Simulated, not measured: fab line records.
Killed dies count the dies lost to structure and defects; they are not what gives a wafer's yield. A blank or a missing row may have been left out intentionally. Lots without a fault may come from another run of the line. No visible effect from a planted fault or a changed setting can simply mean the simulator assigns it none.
fab line records	flow n5-finfet
[record] lots = 24	wafers = 72	last-day = 18
route steps=1938 shown FIN_SAQP@97 FIN_CUT@165
lots that met no fault: taken from a fault-free run of the same line
start-h: hours from the record's first day to the start of the lot's first wafer shown	wait-h: hours since the lot's step before	" as in the row above	L1.1+2: a row that stands for several wafers	- either no value or no given start	* or withheld: withheld	< > ~ a bound
route shown NAME@n: NAME is a module with steps in the file, n the number in the route of the first one	usual: mean/standard deviation of fault-free wafers	same: alike in all rows	chamber/n: place in a boat	sites: readings site by site	_std_site: their standard deviation	_edge_site: the outer-site mean with the inner-site mean subtracted	radius-mm: how far each site lies from the wafer's centre	mask NAME#n: copy n	behind: the last tool/chamber to shape the wafer	hold: cause of the lot's hold/its duration in hours/its outcome	device: which transistor (n, p or np) failed to switch	end of line: the same wafers' tests at the end of the route	a step given without rows: its recipe and nothing more	killed: at the first sort, the dies lost to defects and structure; wafer yield is something else	map: a wafer's dies, marking killed ones x, the rest . and places with no die _
set.NAME: setting as actually run; set.NAME@STEP: the setting as run at that earlier step	model.NAME: the simulator's own value behind a step, which no gauge read
steps of the route over a sample of lots; a table a step, a row a wafer
services: when a tool's chamber went out of use (start-h, in hours from the record's first day, below 0 if earlier), for how many hours, and the reason
[[steps]]
[step N5_FIN_SAQP_THK_MEAS_05]
[usual] thk-nm = 38.1/0.53
lot.wafer	tool	chamber	start-h	wait-h	thk-nm
L074.1	film-metro-01	-	21.10	0.1	37.8
L074.2	"	-	"	"	37.4
L074.5	"	-	"	"	38.8
L075.1	film-metro-01	-	27.79	0.1	37.8
L075.2	"	-	"	"	38.2
L075.3	"	-	"	"	38.5
L076.3	film-metro-01	-	33.10	0.1	37.7
L076.4	"	-	"	"	38.5
L076.6	"	-	"	"	38.4
L077.4	film-metro-01	-	39.51	0.0	38.6
L077.5	"	-	"	"	38.5
L077.6	"	-	"	"	38.3
L078.4	film-metro-01	-	45.01	0.0	39.0
L078.5	"	-	"	"	39.0
L078.6	"	-	"	"	39.5
L079.2	film-metro-01	-	53.42	0.1	37.3
L079.4	"	-	"	"	37.9
L079.6	"	-	"	"	37.7
L080.1	film-metro-01	-	57.42	0.1	37.6
L080.4	"	-	"	"	37.9
L080.5	"	-	"	"	37.9
L081.3	film-metro-01	-	65.04	0.1	38.3
L081.5	"	-	"	"	38.6
L081.6	"	-	"	"	39.0
L082.1	film-metro-01	-	69.68	0.1	37.4
L082.3	"	-	"	"	37.0
L082.5	"	-	"	"	37.7
L083.2	film-metro-01	-	77.40	0.1	37.6
L083.5	"	-	"	"	37.9
L083.6	"	-	"	"	38.3
L084.1	film-metro-01	-	81.06	0.1	37.6
L084.3	"	-	"	"	37.4
L084.6	"	-	"	"	37.9
L085.1	film-metro-02	-	86.68	0.1	37.7
L085.2	"	-	"	"	37.6
L085.3	"	-	"	"	37.9
L086.3	film-metro-01	-	95.51	0.1	38.7
L086.4	"	-	"	"	38.8
L086.5	"	-	"	"	38.9
L087.2	film-metro-02	-	100.82	0.1	37.6
L087.3	"	-	"	"	38.3
L087.6	"	-	"	"	38.3
L088.2	film-metro-02	-	105.27	0.1	37.1
L088.4	"	-	"	"	37.6
L088.6	"	-	"	"	37.6
L089.2	film-metro-02	-	111.11	0.1	37.7
L089.3	"	-	"	"	37.3
L089.6	"	-	"	"	38.7
L090.1	film-metro-02	-	116.53	0.1	37.3
L090.2	"	-	"	"	37.7
L090.6	"	-	"	"	38.2
L091.1	film-metro-01	-	122.74	0.1	38.2
L091.4	"	-	"	"	38.9
L091.6	"	-	"	"	39.3
L092.3	film-metro-02	-	129.03	0.1	38.0
L092.4	"	-	"	"	38.9
L092.6	"	-	"	"	38.9
L093.1	film-metro-01	-	135.74	0.1	37.7
L093.3	"	-	"	"	38.1
L093.4	"	-	"	"	38.6
L094.1	film-metro-01	-	143.32	0.1	37.9
L094.5	"	-	"	"	38.1
L094.6	"	-	"	"	38.1
L095.2	film-metro-01	-	147.08	0.1	37.6
L095.5	"	-	"	"	38.3
L095.6	"	-	"	"	38.0
L096.1	film-metro-01	-	153.13	0.1	38.0
L096.2	"	-	"	"	38.1
L096.3	"	-	"	"	37.8
L097.1	film-metro-02	-	159.32	0.1	37.0
L097.2	"	-	"	"	37.5
L097.4	"	-	"	"	38.1
[step N5_FIN_SAQP_RECESS_63]
[recipe] chemistry = HF/NH3	target = SiO2	target-depth-a = 180	afs-cycles = 3	temp-c = 30	sublimation-temp-c = 180	sublimation-time-s = 60
[usual] drypump-motor-current-A = 6.0/0.4
[same] afs-cycles = 3
lot.wafer	tool	chamber	start-h	wait-h	drypump-motor-current-A
L074.1	vapor-etch-01	1	24.35	0.1	6.4
L074.2	"	0	"	"	5.6
L074.5	"	0	"	"	5.5
L075.1	vapor-etch-02	0	30.95	0.1	6.4
L075.2	"	1	"	"	5.9
L075.3	"	1	"	"	5.9
L076.3	vapor-etch-01	1	36.17	0.2	6.4
L076.4	"	0	"	"	5.5
L076.6	"	1	"	"	6.5
L077.4	vapor-etch-01	1	42.95	0.2	6.4
L077.5	"	1	"	"	6.4
L077.6	"	0	"	"	5.5
L078.4	vapor-etch-01	0	49.17	0.2	5.5
L078.5	"	0	"	"	5.5
L078.6	"	1	"	"	6.4
L079.2	vapor-etch-01	1	56.70	0.1	6.4
L079.4	"	1	"	"	6.4
L079.6	"	1	"	"	6.5
L080.1	vapor-etch-01	1	61.12	0.1	6.4
L080.4	"	1	"	"	6.4
L080.5	"	0	"	"	5.6
L081.3	vapor-etch-02	1	68.74	0.2	5.9
L081.5	"	0	"	"	6.4
L081.6	"	1	"	"	5.9
L082.1	vapor-etch-01	1	74.66	0.1	6.4
L082.3	"	0	"	"	5.6
L082.5	"	0	"	"	5.6
L083.2	vapor-etch-01	0	80.84	0.1	5.6
L083.5	"	1	"	"	6.4
L083.6	"	0	"	"	5.5
L084.1	vapor-etch-01	0	84.64	0.1	5.5
L084.3	"	0	"	"	5.5
L084.6	"	0	"	"	5.6
L085.1	vapor-etch-02	0	91.29	0.1	6.4
L085.2	"	1	"	"	5.9
L085.3	"	1	"	"	5.9
L086.3	vapor-etch-01	1	102.82	0.4	6.4
L086.4	"	0	"	"	5.5
L086.5	"	1	"	"	6.4
L087.2	vapor-etch-01	1	104.00	0.1	6.4
L087.3	"	0	"	"	5.6
L087.6	"	0	"	"	5.6
L088.2	vapor-etch-02	1	108.48	0.1	5.9
L088.4	"	1	"	"	5.9
L088.6	"	0	"	"	6.4
L089.2	vapor-etch-01	0	114.34	0.1	5.5
L089.3	"	1	"	"	6.4
L089.6	"	1	"	"	6.4
L090.1	vapor-etch-01	1	119.84	0.1	6.4
L090.2	"	0	"	"	5.5
L090.6	"	0	"	"	5.5
L091.1	vapor-etch-01	0	125.98	0.1	5.6
L091.4	"	1	"	"	6.4
L091.6	"	1	"	"	6.4
L092.3	vapor-etch-02	0	132.91	0.2	6.3
L092.4	"	1	"	"	6.0
L092.6	"	1	"	"	5.9
L093.1	vapor-etch-02	1	138.68	0.1	5.9
L093.3	"	0	"	"	6.4
L093.4	"	1	"	"	5.9
L094.1	vapor-etch-01	1	146.32	0.1	6.4
L094.5	"	1	"	"	6.4
L094.6	"	0	"	"	5.6
L095.2	vapor-etch-01	1	151.34	0.1	6.4
L095.5	"	0	"	"	5.5
L095.6	"	1	"	"	6.4
L096.1	vapor-etch-01	0	156.11	0.1	5.5
L096.2	"	1	"	"	6.4
L096.3	"	0	"	"	5.5
L097.1	vapor-etch-02	1	162.44	0.1	5.9
L097.2	"	0	"	"	6.4
L097.4	"	0	"	"	6.4
[step N5_FIN_SAQP_RECESS_71]
[recipe] chemistry = HF/NH3	target = SiO2	target-depth-a = 30	afs-cycles = 1	temp-c = 30	sublimation-temp-c = 180	sublimation-time-s = 60
[usual] drypump-motor-current-A = 6.1/0.34
[same] afs-cycles = 1
lot.wafer	tool	chamber	start-h	wait-h	drypump-motor-current-A
L074.1	vapor-etch-02	0	24.95	0.0	6.4
L074.2	"	1	"	"	5.9
L074.5	"	1	"	"	5.9
L075.1	vapor-etch-02	1	31.56	0.0	5.9
L075.2	"	0	"	"	6.4
L075.3	"	1	"	"	5.9
L076.3	vapor-etch-01	1	36.70	0.1	6.4
L076.4	"	0	"	"	5.5
L076.6	"	1	"	"	6.4
L077.4	vapor-etch-02	0	43.51	0.1	6.4
L077.5	"	0	"	"	6.4
L077.6	"	1	"	"	6.0
L078.4	vapor-etch-02	1	49.71	0.1	5.9
L078.5	"	1	"	"	6.0
L078.6	"	0	"	"	6.4
L079.2	vapor-etch-02	1	57.31	0.0	5.9
L079.4	"	1	"	"	5.9
L079.6	"	1	"	"	5.9
L080.1	vapor-etch-02	1	61.78	0.0	5.9
L080.4	"	1	"	"	5.9
L080.5	"	1	"	"	5.9
L081.3	vapor-etch-01	1	69.47	0.1	6.5
L081.5	"	0	"	"	5.6
L081.6	"	1	"	"	6.4
L082.1	vapor-etch-02	0	75.34	0.0	6.4
L082.3	"	1	"	"	5.9
L082.5	"	1	"	"	5.9
L083.2	vapor-etch-01	1	81.45	0.0	6.4
L083.5	"	1	"	"	6.4
L083.6	"	0	"	"	5.5
L084.1	vapor-etch-02	1	85.57	0.4	5.9
L084.3	"	0	"	"	6.4
L084.6	"	1	"	"	5.9
L085.1	vapor-etch-02	1	91.91	0.0	5.9
L085.2	"	0	"	"	6.4
L085.3	"	0	"	"	6.4
L086.3	vapor-etch-01	0	103.49	0.1	5.6
L086.4	"	1	"	"	6.4
L086.5	"	0	"	"	5.6
L087.2	vapor-etch-01	0	104.70	0.0	5.5
L087.3	"	1	"	"	6.4
L087.6	"	0	"	"	5.5
L088.2	vapor-etch-01	0	109.09	0.0	5.5
L088.4	"	0	"	"	5.5
L088.6	"	0	"	"	5.5
L089.2	vapor-etch-01	0	114.95	0.0	5.5
L089.3	"	1	"	"	6.4
L089.6	"	1	"	"	6.4
L090.1	vapor-etch-02	1	120.45	0.0	5.9
L090.2	"	0	"	"	6.4
L090.6	"	1	"	"	5.9
L091.1	vapor-etch-02	1	126.60	0.0	6.0
L091.4	"	1	"	"	5.9
L091.6	"	1	"	"	5.9
L092.3	vapor-etch-02	0	133.44	0.1	6.4
L092.4	"	1	"	"	5.9
L092.6	"	1	"	"	6.0
L093.1	vapor-etch-01	0	139.29	0.0	5.5
L093.3	"	0	"	"	5.5
L093.4	"	1	"	"	6.4
L094.1	vapor-etch-02	0	146.94	0.0	6.4
L094.5	"	0	"	"	6.4
L094.6	"	1	"	"	5.9
L095.2	vapor-etch-02	1	152.01	0.1	5.9
L095.5	"	1	"	"	5.9
L095.6	"	1	"	"	5.9
L096.1	vapor-etch-01	0	156.72	0.0	5.6
L096.2	"	1	"	"	6.4
L096.3	"	1	"	"	6.4
L097.1	vapor-etch-01	0	163.05	0.0	5.6
L097.2	"	1	"	"	6.4
L097.4	"	1	"	"	6.4
[step N5_FIN_SAQP_HM_OPEN_33]
[recipe] chemistry = CH3F/O2	target = SiNx	mask-material = SiO2	target-depth-a = 494	time-s = 70.6	pressure-mtorr = 30	source-w = 395	bias-w = 73	Ar_flow_sccm = 150	CH3F_flow_sccm = 30	O2_flow_sccm = 20	ion-energy-ev = 120	ends = cleared
[usual] drypump-motor-current-A = 5.6/0.52	etch-rf-on-time-s = 69.6/1.2	mfc-ar-sccm = 150.0/0.41	oes-product-au = 0.64/0.055	rf-vpp-V = 297.3/2.4	showerhead-plenum-p-Torr = 1.976/0.026	throttle-valve-pct = 16.43/0.24
lot.wafer	tool	chamber	start-h	wait-h	drypump-motor-current-A	etch-rf-on-time-s	mfc-ar-sccm	oes-product-au	rf-hours-counter-h	rf-vpp-V	showerhead-plenum-p-Torr	throttle-valve-pct
L074.1	rie-diel-01	2	25.67	0.0	5.7	69.5	149.8	0.61	204	295.6	1.984	16.71
L074.2	"	1	"	"	5.7	67.9	150.9	0.62	187	299.9	1.980	16.36
L074.5	"	0	"	"	6.5	71.0	150.8	0.59	-	298.9	1.969	16.29
L075.1	rie-diel-05	3	32.49	0.2	5.8	68.1	150.4	0.64	159	296.7	1.996	16.66
L075.2	"	1	"	"	6.0	68.5	149.8	0.64	201	299.7	1.983	16.36
L075.3	"	0	"	"	5.0	70.0	150.7	0.61	185	295.6	1.990	16.27
L076.3	rie-diel-01	3	37.37	0.0	4.8	69.1	150.5	0.67	136	299.0	2.006	16.44
L076.4	"	1	"	"	5.7	70.5	149.5	0.62	-	298.7	1.979	16.37
L076.6	"	3	"	"	4.8	70.5	150.3	0.67	-	300.1	2.006	16.46
L077.4	rie-diel-01	1	44.47	0.2	5.7	70.8	150.0	0.62	-	297.5	1.977	16.38
L077.5	"	3	"	"	4.8	70.8	149.3	0.66	-	298.2	2.005	16.47
L077.6	"	2	"	"	5.7	71.7	150.3	0.59	-	295.7	1.981	16.72
L078.4	rie-diel-01	2	50.45	0.1	5.7	72.1	149.9	0.60	-	294.7	1.980	16.72
L078.5	"	2	"	"	5.7	72.9	149.7	0.60	-	295.6	1.981	16.73
L078.6	"	3	"	"	4.8	72.3	149.7	0.66	-	300.7	2.003	16.46
L079.2	rie-diel-01	2	58.15	0.0	5.7	68.8	150.1	0.60	218	295.1	1.979	16.73
L079.4	"	3	"	"	4.8	68.7	150.6	0.66	147	299.7	2.003	16.47
L079.6	"	2	"	"	5.7	69.3	150.5	0.61	-	294.1	1.980	16.74
L080.1	rie-diel-01	3	63.15	0.0	4.8	69.0	150.8	0.66	149	297.4	2.001	16.47
L080.4	"	0	"	"	6.5	69.5	150.3	0.83	2	299.6	1.968	15.83
L080.5	"	2	"	"	5.7	70.6	150.0	0.60	-	293.9	1.979	16.73
L081.3	rie-diel-05	2	70.41	0.2	5.1	69.1	149.7	0.66	133	298.4	1.920	16.35
L081.5	"	3	"	"	5.7	70.4	149.6	0.62	-	296.5	1.991	16.67
L081.6	"	2	"	"	5.2	70.4	150.5	0.65	-	299.4	1.920	16.35
L082.1	rie-diel-05	3	76.15	0.0	5.7	68.0	150.2	0.63	178	296.3	1.990	16.70
L082.3	"	1	"	"	6.0	66.8	150.5	0.62	217	298.9	1.978	16.40
L082.5	"	1	"	"	6.0	66.8	150.9	0.63	-	299.8	1.978	16.39
L083.2	rie-diel-01	2	82.56	0.2	5.7	70.1	149.9	0.59	228	294.3	1.976	16.75
L083.5	"	1	"	"	5.7	69.5	150.7	0.60	-	300.7	1.972	16.41
L083.6	"	0	"	"	6.5	69.8	150.1	0.81	-	298.7	1.965	15.87
L084.1	rie-diel-01	1	86.28	0.0	5.7	68.7	149.9	0.60	212	300.0	1.972	16.43
L084.3	"	0	"	"	6.6	67.8	148.9	0.81	12	298.7	1.965	15.86
L084.6	"	1	"	"	5.8	68.9	150.1	0.60	-	300.1	1.972	16.41
L085.1	rie-diel-01	3	93.42	0.0	4.8	68.2	149.1	0.65	161	300.2	1.997	16.50
L085.2	"	2	"	"	5.7	69.6	149.5	0.59	232	294.9	1.975	16.77
L085.3	"	0	"	"	6.5	68.5	149.9	0.80	14	298.3	1.965	15.88
L086.3	rie-diel-02	3	104.17	0.0	6.0	69.8	150.1	0.68	93	297.4	2.022	16.23
L086.4	"	1	"	"	6.1	70.0	149.8	0.65	136	299.9	2.007	16.12
L086.5	"	3	"	"	6.0	70.4	150.6	0.68	-	296.1	2.022	16.22
L087.2	rie-diel-05	1	105.47	0.0	6.0	67.9	150.1	0.61	229	300.3	1.975	16.43
L087.3	"	0	"	"	5.1	70.7	149.9	0.59	211	293.2	1.981	16.32
L087.6	"	3	"	"	5.7	70.1	149.6	0.62	-	297.4	1.987	16.71
L088.2	rie-diel-05	0	110.05	0.1	5.1	68.4	149.9	0.59	212	293.6	1.981	16.31
L088.4	"	3	"	"	5.7	68.9	149.7	0.61	188	297.4	1.987	16.72
L088.6	"	1	"	"	6.0	67.4	150.0	0.62	-	298.0	1.974	16.42
L089.2	rie-diel-02	1	115.71	0.1	6.1	68.9	150.0	0.63	140	300.2	2.006	16.13
L089.3	"	2	"	"	5.9	69.9	150.0	0.64	149	294.1	2.006	16.75
L089.6	"	3	"	"	6.1	70.4	150.7	0.68	-	296.8	2.021	16.24
L090.1	rie-diel-01	3	121.40	0.3	4.8	68.4	149.6	0.65	172	300.1	1.994	16.51
L090.2	"	2	"	"	5.7	69.9	149.6	0.58	243	293.3	1.971	16.79
L090.6	"	3	"	"	4.8	69.9	150.3	0.64	-	299.4	1.994	16.51
L091.1	rie-diel-05	0	127.31	0.0	5.1	71.4	150.2	0.58	217	292.4	1.979	16.32
L091.4	"	1	"	"	6.0	70.8	150.2	0.61	235	300.3	1.972	16.42
L091.6	"	1	"	"	6.0	71.3	149.7	0.61	-	300.5	1.973	16.42
L092.3	rie-diel-01	0	134.60	0.2	6.5	68.5	149.8	0.77	31	298.5	1.959	15.90
L092.4	"	0	"	"	6.5	70.2	150.2	0.76	-	298.4	1.959	15.89
L092.6	"	3	"	"	4.8	70.7	149.5	0.64	-	298.4	1.992	16.54
L093.1	rie-diel-05	2	140.01	0.0	5.1	68.3	150.3	0.63	159	298.8	1.911	16.40
L093.3	"	3	"	"	5.7	70.2	150.2	0.61	199	297.5	1.983	16.76
L093.4	"	1	"	"	6.0	69.9	150.0	0.60	240	298.7	1.971	16.44
L094.1	rie-diel-02	2	148.38	0.2	5.9	71.2	150.7	0.63	161	292.9	2.002	16.77
L094.5	"	3	"	"	6.1	69.5	149.1	0.67	-	297.5	2.017	16.25
L094.6	"	2	"	"	5.9	71.0	150.2	0.64	-	292.4	2.001	16.76
L095.2	rie-diel-05	1	152.95	0.1	6.0	67.8	149.7	0.60	245	298.0	1.969	16.47
L095.5	"	0	"	"	5.1	71.1	149.8	0.58	-	294.2	1.977	16.33
L095.6	"	1	"	"	6.0	69.2	150.3	0.61	-	301.0	1.969	16.45
L096.1	rie-diel-05	1	157.67	0.2	6.0	68.7	149.8	0.60	247	299.5	1.969	16.45
L096.2	"	2	"	"	5.2	70.0	150.8	0.62	166	297.1	1.909	16.41
L096.3	"	3	"	"	5.7	70.0	150.5	0.60	205	294.9	1.981	16.77
L097.1	rie-diel-05	0	163.76	0.0	5.1	68.2	150.2	0.58	225	293.5	1.977	16.34
L097.2	"	2	"	"	5.1	68.9	150.3	0.62	167	297.9	1.909	16.41
L097.4	"	1	"	"	6.0	68.6	150.5	0.61	248	299.9	1.968	16.45
[step N5_FIN_SAQP_ETCH_34]
[recipe] chemistry = C4F6/O2	target = SiO2	target-depth-a = 450	time-s = 15	ion-energy-ev = 250	pressure-mtorr = 30	source-w = 345	bias-w = 185	Ar_flow_sccm = 300	C4F6_flow_sccm = 10	O2_flow_sccm = 10	ends = cleared
[usual] drypump-motor-current-A = 5.6/0.51	etch-rf-on-time-s = 15.03/0.17	mfc-ar-sccm = 299.9/0.91	oes-product-au = 0.64/0.054	rf-vpp-V = 666/5.1	showerhead-plenum-p-Torr = 2.81/0.036	throttle-valve-pct = 21.14/0.24
lot.wafer	tool	chamber	start-h	wait-h	drypump-motor-current-A	etch-rf-on-time-s	mfc-ar-sccm	oes-product-au	rf-hours-counter-h	rf-vpp-V	showerhead-plenum-p-Torr	throttle-valve-pct
L074.1	rie-diel-01	2	25.74	0.0	5.7	15.22	299.8	0.61	204	660	2.83	21.43
L074.2	"	1	"	"	5.8	14.89	300.6	0.62	187	672	2.82	21.05
L074.5	"	0	"	"	6.5	15.22	300.4	0.59	-	668	2.80	20.91
L075.1	rie-diel-05	3	32.56	0.0	5.7	15.02	300.6	0.63	159	665	2.84	21.41
L075.2	"	1	"	"	6.0	14.81	300.0	0.63	201	672	2.82	21.06
L075.3	"	0	"	"	5.1	15.16	299.6	0.61	185	656	2.83	20.95
L076.3	rie-diel-01	3	37.44	0.0	4.8	15.01	301.3	0.67	137	670	2.85	21.20
L076.4	"	1	"	"	5.7	14.77	299.3	0.63	-	671	2.82	21.06
L076.6	"	3	"	"	4.8	14.90	298.8	0.67	-	672	2.85	21.20
L077.4	rie-diel-01	1	44.51	0.0	5.7	14.85	298.9	0.61	-	670	2.81	21.05
L077.5	"	3	"	"	4.8	14.81	300.0	0.67	-	670	2.85	21.19
L077.6	"	2	"	"	5.7	15.10	299.3	0.60	-	660	2.82	21.44
L078.4	rie-diel-01	2	50.53	0.0	5.7	15.34	300.5	0.59	-	660	2.82	21.43
L078.5	"	2	"	"	5.7	15.31	299.6	0.60	-	660	2.82	21.44
L078.6	"	3	"	"	4.8	15.10	300.0	0.66	-	670	2.85	21.21
L079.2	rie-diel-01	2	58.22	0.0	5.7	15.29	298.0	0.60	218	660	2.82	21.43
L079.4	"	3	"	"	4.8	14.82	300.2	0.67	147	673	2.85	21.20
L079.6	"	2	"	"	5.7	15.11	298.2	0.60	-	659	2.82	21.45
L080.1	rie-diel-01	3	63.22	0.0	4.8	15.08	300.4	0.66	149	670	2.85	21.21
L080.4	"	0	"	"	6.5	14.92	299.4	0.83	2	668	2.80	20.57
L080.5	"	2	"	"	5.7	15.39	300.9	0.59	-	660	2.82	21.43
L081.3	rie-diel-05	2	70.48	0.0	5.1	14.75	300.9	0.65	133	667	2.74	21.07
L081.5	"	3	"	"	5.8	15.00	299.6	0.63	-	664	2.83	21.44
L081.6	"	2	"	"	5.2	14.66	301.0	0.65	-	668	2.74	21.05
L082.1	rie-diel-05	3	76.22	0.0	5.7	15.01	300.9	0.62	178	665	2.83	21.43
L082.3	"	1	"	"	6.0	14.79	299.7	0.62	217	670	2.82	21.10
L082.5	"	1	"	"	6.0	15.03	299.1	0.61	-	671	2.82	21.08
L083.2	rie-diel-01	2	82.63	0.0	5.7	15.41	298.7	0.59	228	659	2.81	21.44
L083.5	"	1	"	"	5.8	15.11	298.6	0.61	-	670	2.81	21.06
L083.6	"	0	"	"	6.6	14.93	298.8	0.81	-	666	2.80	20.60
L084.1	rie-diel-01	1	86.35	0.0	5.7	15.06	300.2	0.60	212	670	2.81	21.09
L084.3	"	0	"	"	6.5	15.06	301.0	0.80	12	666	2.80	20.60
L084.6	"	1	"	"	5.7	14.96	298.2	0.60	-	669	2.81	21.08
L085.1	rie-diel-01	3	93.49	0.0	4.8	14.80	299.5	0.66	161	671	2.84	21.24
L085.2	"	2	"	"	5.7	15.26	300.7	0.59	232	659	2.81	21.46
L085.3	"	0	"	"	6.5	15.08	298.9	0.79	14	668	2.80	20.61
L086.3	rie-diel-02	3	104.24	0.0	6.1	14.90	298.7	0.68	93	665	2.88	20.94
L086.4	"	1	"	"	6.1	14.84	299.1	0.64	136	670	2.85	20.83
L086.5	"	3	"	"	6.0	14.90	299.7	0.68	-	666	2.88	20.95
L087.2	rie-diel-05	1	105.54	0.0	6.0	14.89	300.3	0.61	229	671	2.81	21.09
L087.3	"	0	"	"	5.1	15.26	299.3	0.58	211	658	2.82	20.97
L087.6	"	3	"	"	5.7	15.08	298.8	0.62	-	664	2.83	21.46
L088.2	rie-diel-05	0	110.12	0.0	5.1	15.30	302.5	0.59	212	657	2.82	20.96
L088.4	"	3	"	"	5.7	15.07	300.1	0.62	188	664	2.83	21.45
L088.6	"	1	"	"	6.0	15.17	299.2	0.61	-	671	2.81	21.10
L089.2	rie-diel-02	1	115.78	0.0	6.1	14.87	300.6	0.64	140	671	2.85	20.82
L089.3	"	2	"	"	6.0	15.25	299.7	0.64	149	659	2.85	21.49
L089.6	"	3	"	"	6.1	14.94	300.2	0.67	-	667	2.88	20.96
L090.1	rie-diel-01	3	121.47	0.0	4.8	15.05	299.8	0.64	172	670	2.84	21.24
L090.2	"	2	"	"	5.7	15.19	301.4	0.58	243	659	2.81	21.45
L090.6	"	3	"	"	4.8	14.93	300.7	0.64	-	671	2.84	21.25
L091.1	rie-diel-05	0	127.38	0.0	5.1	15.31	300.3	0.59	217	656	2.82	20.97
L091.4	"	1	"	"	6.0	14.96	300.4	0.61	235	671	2.81	21.10
L091.6	"	1	"	"	6.0	14.89	299.3	0.61	-	672	2.81	21.10
L092.3	rie-diel-01	0	134.67	0.0	6.5	14.93	299.9	0.76	31	667	2.79	20.61
L092.4	"	0	"	"	6.6	14.99	299.8	0.76	-	666	2.79	20.61
L092.6	"	3	"	"	4.8	15.15	299.5	0.63	-	672	2.83	21.26
L093.1	rie-diel-05	2	140.08	0.0	5.1	14.92	300.8	0.62	159	668	2.72	21.09
L093.3	"	3	"	"	5.8	15.26	300.6	0.61	199	665	2.82	21.47
L093.4	"	1	"	"	6.0	14.86	300.7	0.61	240	672	2.81	21.12
L094.1	rie-diel-02	2	148.45	0.0	5.9	15.29	300.1	0.63	161	660	2.85	21.52
L094.5	"	3	"	"	6.1	14.90	299.8	0.66	-	665	2.87	20.96
L094.6	"	2	"	"	6.0	15.31	299.9	0.63	-	660	2.85	21.51
L095.2	rie-diel-05	1	153.02	0.0	6.0	14.90	301.9	0.60	246	671	2.80	21.12
L095.5	"	0	"	"	5.1	15.28	299.7	0.57	-	657	2.81	20.99
L095.6	"	1	"	"	6.0	14.89	300.7	0.60	-	672	2.80	21.14
L096.1	rie-diel-05	1	157.74	0.0	6.0	14.70	300.5	0.61	247	671	2.80	21.13
L096.2	"	2	"	"	5.1	14.89	299.8	0.63	166	669	2.72	21.11
L096.3	"	3	"	"	5.8	14.86	299.9	0.61	205	665	2.82	21.48
L097.1	rie-diel-05	0	163.83	0.0	5.1	15.17	301.0	0.58	225	657	2.81	21.00
L097.2	"	2	"	"	5.1	15.04	300.9	0.62	167	668	2.72	21.09
L097.4	"	1	"	"	6.0	14.83	297.9	0.60	248	671	2.80	21.12
[step N5_FIN_CUT_INSPECT_10]
[recipe] mode = adi	inspect-instrument = brightfield
[usual] raw-defect-count = 43/9.1
lot.wafer	tool	chamber	start-h	wait-h	raw-defect-count
L074.1	defect-inspect-01	-	26.73	0.1	44
L074.2	"	-	"	"	34
L074.5	"	-	"	"	54
L075.1	defect-inspect-01	-	33.55	0.1	39
L075.2	"	-	"	"	41
L075.3	"	-	"	"	36
L076.3	defect-inspect-02	-	38.43	0.0	54
L076.4	"	-	"	"	40
L076.6	"	-	"	"	49
L077.4	defect-inspect-01	-	45.37	0.0	46
L077.5	"	-	"	"	53
L077.6	"	-	"	"	44
L078.4	defect-inspect-02	-	51.56	0.0	25
L078.5	"	-	"	"	42
L078.6	"	-	"	"	48
L079.2	defect-inspect-02	-	59.28	0.0	49
L079.4	"	-	"	"	38
L079.6	"	-	"	"	41
L080.1	defect-inspect-02	-	64.07	0.1	43
L080.4	"	-	"	"	46
L080.5	"	-	"	"	58
L081.3	defect-inspect-01	-	71.46	0.0	48
L081.5	"	-	"	"	44
L081.6	"	-	"	"	47
L082.1	defect-inspect-02	-	77.09	0.1	48
L082.3	"	-	"	"	28
L082.5	"	-	"	"	33
L083.2	defect-inspect-01	-	83.49	0.0	40
L083.5	"	-	"	"	34
L083.6	"	-	"	"	50
L084.1	defect-inspect-02	-	87.21	0.1	44
L084.3	"	-	"	"	42
L084.6	"	-	"	"	54
L085.1	defect-inspect-02	-	95.18	0.1	40
L085.2	"	-	"	"	43
L085.3	"	-	"	"	43
L086.3	defect-inspect-02	-	105.23	0.0	45
L086.4	"	-	"	"	30
L086.5	"	-	"	"	35
L087.2	defect-inspect-02	-	106.39	0.0	49
L087.3	"	-	"	"	52
L087.6	"	-	"	"	43
L088.2	defect-inspect-02	-	110.97	0.0	37
L088.4	"	-	"	"	39
L088.6	"	-	"	"	35
L089.2	defect-inspect-01	-	116.76	0.0	32
L089.3	"	-	"	"	59
L089.6	"	-	"	"	37
L090.1	defect-inspect-01	-	122.45	0.1	44
L090.2	"	-	"	"	39
L090.6	"	-	"	"	61
L091.1	defect-inspect-02	-	128.24	0.1	32
L091.4	"	-	"	"	49
L091.6	"	-	"	"	44
L092.3	defect-inspect-01	-	135.53	0.0	62
L092.4	"	-	"	"	50
L092.6	"	-	"	"	39
L093.1	defect-inspect-01	-	141.06	0.1	42
L093.3	"	-	"	"	36
L093.4	"	-	"	"	47
L094.1	defect-inspect-01	-	152.20	0.1	31
L094.5	"	-	"	"	35
L094.6	"	-	"	"	30
L095.2	defect-inspect-02	-	153.89	0.1	41
L095.5	"	-	"	"	42
L095.6	"	-	"	"	54
L096.1	defect-inspect-01	-	158.59	0.1	34
L096.2	"	-	"	"	36
L096.3	"	-	"	"	41
L097.1	defect-inspect-01	-	164.81	0.1	74
L097.2	"	-	"	"	56
L097.4	"	-	"	"	53
[[services]]
tool	chamber	start-h	hours	kind
rie-diel-05	-	27.59	0.6	repair
rie-diel-01	0	32.52	-	clean
rie-diel-01	0	32.52	-	consumable-replace:focus-ring
rie-diel-01	0	32.52	25.5	scheduled-down
rie-diel-01	0	32.52	25.5	vent-cycle
rie-diel-05	1	35.20	6.2	repair
rie-diel-01	1	50.00	2.5	repair
rie-diel-02	-	55.82	15.6	pm
rie-diel-05	0	62.35	5.0	repair
rie-diel-01	1	88.68	15.3	repair
rie-diel-01	1	126.77	8.7	repair
rie-diel-01	2	136.93	-	clean
rie-diel-01	2	136.93	-	consumable-replace:focus-ring
rie-diel-01	2	136.93	22.3	scheduled-down
rie-diel-01	2	136.93	22.3	vent-cycle
rie-diel-05	0	141.50	9.7	repair
[[key]]
fault none
